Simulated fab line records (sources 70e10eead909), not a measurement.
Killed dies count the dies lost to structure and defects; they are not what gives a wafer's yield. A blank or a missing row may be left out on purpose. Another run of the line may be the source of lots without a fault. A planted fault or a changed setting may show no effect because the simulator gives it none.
A lot that was struck, set against a sound lot ; flow nand_harc ; 25 steps out of a route of 1302
Sound: these wafers, L979.1, L979.3, L979.6. The struck wafers were L983.2, L983.5, L983.6. Last of all comes the cause.
Each step with rows lists, per side, the tool, then ch with its chambers, then its first start. Under that, the readings that differ: sound wafers ; struck wafers ; difference of the means ; sigmas: that difference in standard deviations of wafers without a fault.
alike: readings whose means differ by less than 2 such deviations, and words and numbers that are the same on both sides. not compared: withheld readings, readings that some wafer has no value for, bounds like >300 that may hide the same value, and numbers for which the record gives no deviation and whose values overlap.
The two part at a step that has a row with sigmas, a row that says differs or no value, or rows on one side only. Non-overlapping numbers with no deviation appear without sigmas and do not part them. A reading missing from all wafers of one side parts the sides only when that side holds two or more wafers.

NHARC_P_CONTACT_DEP_30: deposits SiNx, target thk 30 nm.
  sound on pecvd-03 ch 0,1, day 6 11:14; struck on pecvd-03 ch 0,1, day 8 01:14
  alike: heater_power_w
NHARC_P_CONTACT_DEP_00: deposits SiO2, target thk 500 nm.
  sound: pecvd-03 ch 0,1; struck: pecvd-03 ch 0,1
  alike: heater_power_w, throttle_valve_pct
NHARC_P_CONTACT_CMP_01: polishes SiO2, target thk 200 nm.
  sound on cmp-03 ch 1,3, day 6 11:55; struck on cmp-03 ch 0,1,2, day 8 02:00
  alike: motor_current_A, retaining_ring_pressure_frac, slurry_filter_dp_kPa
then, 8 steps without rows for these wafers: NHARC_P_CONTACT_SRD_03; NHARC_P_CONTACT_DEHYDRATE_04 (time 120 s); NHARC_P_CONTACT_HMDS_05 (time 30 s); NHARC_P_CONTACT_COAT_33 (time 75 s); NHARC_P_CONTACT_COAT_34 (time 65 s); NHARC_P_CONTACT_COAT_06 (resist thk 90 nm); NHARC_P_CONTACT_SOFTBAKE_07 (time 55 s); NHARC_P_CONTACT_EBR_08.
NHARC_P_CONTACT_EXPOSE_09: exposes mask P CA, target cd 90 nm.
  sound on arfi_scanner-01 ch 0, day 6 12:36; struck on arfi_scanner-01 ch 0, day 8 02:39
reading;sound;struck;difference;sigmas
mask;P_CA#0 P_CA#0 P_CA#0;P_CA_R1#0 P_CA_R1#0 P_CA_R1#0;differs;
then, 2 steps without rows for these wafers: NHARC_P_CONTACT_PEB_10 (peb time 65 s); NHARC_P_CONTACT_DEVELOP_11 (develop time 35 s).
NHARC_P_CONTACT_CD_MEAS_12: target cd 90 nm.
  sound on cd_sem-03 ch 0, day 6 12:44; struck on cd_sem-03 ch 0, day 8 02:47
reading;sound;struck;difference;sigmas
cd_nm (nm);90.2 90.3 90.8;93.8 95.2 94.5;+4.1;+6
NHARC_P_CONTACT_OVL_MEAS_13:
  struck on overlay-02, day 8 02:52; sound on overlay-01, day 6 12:50
  alike: overlay_x_nm, overlay_y_nm
NHARC_P_CONTACT_INSPECT_14:
  struck on defect_inspect-01, day 8 02:55; sound on defect_inspect-02, day 6 12:52
  alike: raw_defect_count
NHARC_P_CONTACT_DESCUM_17: chemistry O2, time 3 s.
  sound on rie_diel-04 ch 0,1, day 6 12:56; struck on rie_diel-04 ch 0,3, day 8 02:58
reading;sound;struck;difference;sigmas
model.P_CONTACT.cd_nm (nm);89.82 90.01 90.38;94.13 94.71 94.84;+4.49;
  alike: drypump_motor_current_A, o2_flow_sccm, oes_product_au, rf_vpp_V, showerhead_plenum_p_Torr, throttle_valve_pct
  not compared: rf_hours_counter_h
then, 2 steps without rows for these wafers: NHARC_P_CONTACT_ETCH_35 (etches the open film in CF4, target depth 39 nm, time 65 s); NHARC_P_CONTACT_ETCH_36 (etches the open film in N2/H2, target depth 260 nm, time 406.25 s).
NHARC_P_CONTACT_ETCH_18: etches the open film in C4F8/O2/Ar, target depth 481 nm, time 240.5 s.
  sound: rie_diel-04 ch 0,1,3; struck: rie_diel-04 ch 1,2
reading;sound;struck;difference;sigmas
oes_product_au (a.u.);0.932 0.928 0.927;0.989 0.983 0.977;+0.054;+3
  alike: rf_vpp_V
  not compared: rf_hours_counter_h
then, 1 step without rows for these wafers: NHARC_P_CONTACT_STRIP_37 (strips in C4F8/O2/Ar).
NHARC_P_CONTACT_ETCH_31: etches the open film in CH3F/O2, target depth 30 nm, time 85.7 s.
  sound: rie_diel-04 ch 0,1; struck: rie_diel-04 ch 0,2,3
reading;sound;struck;difference;sigmas
model.P_CONTACT.cd_nm (nm);91.67 92.51 89.39;95.29 98.12 95.75;+5.20;
  alike: drypump_motor_current_A, o2_flow_sccm, oes_product_au, rf_vpp_V, showerhead_plenum_p_Torr, throttle_valve_pct
  not compared: rf_hours_counter_h
NHARC_P_CONTACT_CD_MEAS_19:
  struck on cd_sem-03, day 8 03:50; sound on cd_sem-03, day 6 13:48
reading;sound;struck;difference;sigmas
cd_nm (nm);91.7 92.7 89.2;95.4 97.9 95.7;+5.1;+3
NHARC_P_CONTACT_STRIP_28: strips in O2.
  sound on rie_diel-13 ch 1,2,3, day 6 13:53; struck on rie_diel-06 ch 0,1, day 8 03:55
  alike: drypump_motor_current_A, o2_flow_sccm, oes_product_au, rf_vpp_V, showerhead_plenum_p_Torr, throttle_valve_pct
  not compared: rf_hours_counter_h

## WHERE THEY PART
At NHARC_P_CONTACT_EXPOSE_09 first; at NHARC_P_CONTACT_CD_MEAS_19 last (within this record only). Later steps at which nothing parts them and some readings are alike: NHARC_P_CONTACT_STRIP_28.

WHY: what the simulator had put in
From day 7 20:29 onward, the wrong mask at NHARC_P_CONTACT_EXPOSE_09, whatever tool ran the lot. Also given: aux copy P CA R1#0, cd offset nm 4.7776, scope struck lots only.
